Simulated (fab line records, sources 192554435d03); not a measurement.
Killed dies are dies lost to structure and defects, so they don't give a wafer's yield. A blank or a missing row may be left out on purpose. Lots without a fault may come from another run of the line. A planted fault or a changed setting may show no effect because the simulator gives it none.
Chamber matching | flow n5_finfet | N5_FIN_SAQP_STRIP_70 on rie_diel-05: 4 sister chambers
The step strips in N2/H2. 33 wafers are shown with their chamber, then 12 later ones without.

WAFERS WITH THEIR CHAMBER
wafer  | chamber | drypump_motor_current_A (A) | throttle_valve_pct (%) | showerhead_plenum_p_Torr (Torr)
L074.1 | 0       | 5.1                         | 18.80                  | 3.35
L074.2 | 2       | 5.2                         | 18.92                  | 3.25
L074.5 | 2       | 5.2                         | 18.91                  | 3.25
L076.3 | 0       | 5.1                         | 18.79                  | 3.35
L076.4 | 2       | 5.1                         | 18.91                  | 3.25
L076.6 | 3       | 5.7                         | 19.08                  | 3.34
L077.4 | 3       | 5.8                         | 19.09                  | 3.34
L077.5 | 3       | 5.7                         | 19.10                  | 3.34
L077.6 | 0       | 5.1                         | 18.79                  | 3.35
L081.3 | 0       | 5.1                         | 18.81                  | 3.34
L081.5 | 1       | 6.0                         | 18.71                  | 3.31
L081.6 | 0       | 5.1                         | 18.79                  | 3.34
L083.2 | 2       | 5.2                         | 18.95                  | 3.24
L083.5 | 2       | 5.1                         | 18.94                  | 3.24
L083.6 | 3       | 5.7                         | 19.12                  | 3.33
L085.1 | 2       | 5.1                         | 18.93                  | 3.24
L085.2 | 0       | 5.1                         | 18.81                  | 3.34
L085.3 | 1       | 6.0                         | 18.73                  | 3.31
L085.4 | 3       | 5.7                         | 19.12                  | 3.33
L085.5 | 0       | 5.1                         | 18.81                  | 3.34
L085.6 | 3       | 5.7                         | 19.13                  | 3.33
L086.3 | 3       | 5.7                         | 19.13                  | 3.33
L086.4 | 1       | 6.0                         | 18.74                  | 3.30
L086.5 | 3       | 5.8                         | 19.13                  | 3.33
L088.2 | 3       | 5.8                         | 19.14                  | 3.33
L088.4 | 2       | 5.1                         | 18.96                  | 3.23
L088.6 | 0       | 5.1                         | 18.82                  | 3.33
L090.1 | 3       | 5.8                         | 19.14                  | 3.33
L090.2 | 0       | 5.0                         | 18.83                  | 3.33
L090.6 | 2       | 5.2                         | 18.97                  | 3.23
L091.1 | 2       | 5.2                         | 18.97                  | 3.23
L091.4 | 0       | 5.1                         | 18.84                  | 3.33
L091.6 | 2       | 5.2                         | 18.95                  | 3.23

SIGNATURES (means of the wafers above)
reading                  | chamber 0 | chamber 1 | chamber 2 | chamber 3 | scatter within a chamber
drypump_motor_current_A  | 5.090     | 6.000     | 5.160     | 5.740     | 0.0443
throttle_valve_pct       | 18.8090   | 18.7267   | 18.9410   | 19.1180   | 0.0202
showerhead_plenum_p_Torr | 3.3400    | 3.3067    | 3.2390    | 3.3330    | 0.00735
Rule: a wafer's distance from a chamber is the root of the sum, over the readings, of the square of ((its reading less the chamber's mean) divided by the reading's scatter). The wafer belongs to the nearest chamber; if the next one is less than 2 further off, it can't be placed. The scatter: the root of (the sum of the squares of (reading less its chamber's mean) over the shown wafers, divided by (wafers less chambers)).

WAFERS WITHOUT THEIR CHAMBER
wafer  | drypump_motor_current_A (A) | throttle_valve_pct (%) | showerhead_plenum_p_Torr (Torr)
L092.3 | 5.8                         | 19.15                  | 3.33
L092.4 | 5.2                         | 18.97                  | 3.23
L092.6 | 5.1                         | 18.84                  | 3.33
L093.1 | 5.2                         | 18.98                  | 3.23
L093.3 | 5.1                         | 18.83                  | 3.33
L093.4 | 6.0                         | 18.77                  | 3.30
L094.1 | 5.2                         | 19.00                  | 3.23
L094.5 | 6.0                         | 18.74                  | 3.29
L094.6 | 5.2                         | 18.98                  | 3.23
L097.1 | 5.1                         | 18.86                  | 3.33
L097.2 | 5.2                         | 18.99                  | 3.22
L097.4 | 5.7                         | 19.17                  | 3.32

WHICH CHAMBER EACH WENT THROUGH
wafer  | from the rows above | in truth
L092.3 | 3                   | 3
L092.4 | 2                   | 2
L092.6 | 0                   | 0
L093.1 | 2                   | 2
L093.3 | 0                   | 0
L093.4 | 1                   | 1
L094.1 | 2                   | 2
L094.5 | 1                   | 1
L094.6 | 2                   | 2
L097.1 | 0                   | 0
L097.2 | 2                   | 2
L097.4 | 3                   | 3
Placed correctly: 12 of 12. Can't be placed from these rows: 0. Placed wrongly: 0.
